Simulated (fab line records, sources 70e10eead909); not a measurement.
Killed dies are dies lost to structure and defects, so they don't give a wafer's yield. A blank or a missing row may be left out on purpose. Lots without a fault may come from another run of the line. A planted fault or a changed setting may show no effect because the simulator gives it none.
A struck lot beside a sound one | flow nand_harc | 11 steps out of a route of 1302
Sound: wafers L180.1, L180.2, L180.5. Struck: wafer L190.1. (L190.6 of the same lot was not struck and is left out.) The cause comes at the end.
At each step with rows: each side's tool, then ch and its chambers, then its first start. Under that, the readings that differ: sound wafers | struck wafers | difference of the means | sigmas: that difference in standard deviations of wafers without a fault.
alike: readings whose means differ by less than 2 such deviations, and words and numbers that are the same on both sides. not compared: withheld readings, readings that some wafer has no value for, bounds like >300 that may hide the same value, and numbers for which the record gives no deviation and whose values overlap.
The two part at a step that has a row with sigmas, a row that says differs or no value, or rows on one side only. Numbers that don't overlap but have no deviation are shown without sigmas and don't part them. A reading that every wafer of one side lacks parts them only if that side has two wafers or more.

NHARC_P_START_INSPECT_01:
  sound on defect_inspect-02, day 4 18:02; struck on defect_inspect-01, day 8 22:02
  alike: raw_defect_count
then, 7 steps without rows for these wafers: NHARC_P_ZERO_WELL_PRECLEAN_00 (cleans in SPM, time 600 s); NHARC_P_ZERO_WELL_SRD_01; NHARC_P_ZERO_WELL_PECVD_02 (deposits SiO2, target thk 10 nm); NHARC_P_ZERO_WELL_DEHYDRATE_03 (time 120 s); NHARC_P_ZERO_WELL_HMDS_04 (time 30 s); NHARC_P_ZERO_WELL_COAT_64 (time 65 s); NHARC_P_ZERO_WELL_COAT_05 (resist thk 600 nm).
NHARC_P_ZERO_WELL_SOFTBAKE_06: time 70 s.
  sound on litho_track-05 ch 0, day 4 18:00; struck on litho_track-05 ch 0, day 8 22:00
  reading                  | sound             | struck | difference | sigmas
  heater_power_total_W (W) | 199.7 202.2 199.9 | 206.2  | +5.6       | +4
then, 1 step without rows for these wafers: NHARC_P_ZERO_WELL_EBR_07.
-- the record jumps here: 24 days lie between the struck wafers' starts before and after (it left off in module P_ZERO_WELL and takes up again in module END, whose first step shown is number 1302 of the route) --
NHARC_END_SORT_01:
  sound on prober-02 ch 0, day 27 18:48; struck on prober-01 ch 0, day 32 17:28
  alike: killed_at_array, killed_at_other, killed_at_periphery, killed_dies, killed_open, killed_short

WHERE THEY PART
Only at NHARC_P_ZERO_WELL_SOFTBAKE_06, within this record. Later steps at which nothing parts them and some readings are alike: NHARC_END_SORT_01.

WHY: what the simulator had put in
Process parameter drift: litho_track-05, from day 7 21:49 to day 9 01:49, at NHARC_P_ZERO_WELL_SOFTBAKE_06. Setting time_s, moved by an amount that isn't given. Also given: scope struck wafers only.
